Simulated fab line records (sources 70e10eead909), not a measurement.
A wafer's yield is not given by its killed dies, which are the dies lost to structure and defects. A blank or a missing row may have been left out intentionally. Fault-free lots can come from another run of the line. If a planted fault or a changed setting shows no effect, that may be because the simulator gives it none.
Chamber matching ; flow nand_harc ; 4 sister chambers for NHARC_P_GATE_ETCH_32 on rie_si-02
The step etches the open film in HBr/Cl2, target depth 150 nm, time 100.1 s. 4 wafers are shown with their chamber, then 7 later ones without.

## WAFERS, EACH WITH ITS CHAMBER
wafer;chamber;oes_product_au (a.u.)
L076.5;3;0.992
L090.5;2;0.989
L093.2;1;0.996
L093.5;0;0.999

## WAFERS WHOSE CHAMBER IS MISSING
wafer;oes_product_au (a.u.)
L093.6;0.993
L095.2;0.998
L095.3;0.981
L095.6;0.993
L096.1;0.992
L096.3;1.001
L096.4;0.998

## EACH ONE'S CHAMBER
wafer;from the rows above;in truth
L093.6;can't be placed: 3 or 1 or 2 or 0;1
L095.2;can't be placed: 0 or 1 or 3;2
L095.3;can't be placed: 2 or 3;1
L095.6;can't be placed: 3 or 1 or 2 or 0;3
L096.1;can't be placed: 3 or 2 or 1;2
L096.3;can't be placed: 0 or 1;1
L096.4;can't be placed: 0 or 1 or 3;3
Correctly placed: 0 of 7. Can't be placed from these rows: 7 (the true chamber is among the candidates in 5). 0 placed wrongly.
How it was worked out, from the rows above alone: a wafer's distance from a chamber is the root of the sum, over the readings, of the square of ((its reading less the chamber's mean) divided by the reading's scatter). The wafer belongs to the nearest chamber; if the next one is less than 2 further off, it can't be placed. The mean given for a chamber averages the wafers shown for that chamber. The scatter: root of mean squared gap, hidden wafer to nearest shown wafer, with one shown wafer a chamber.
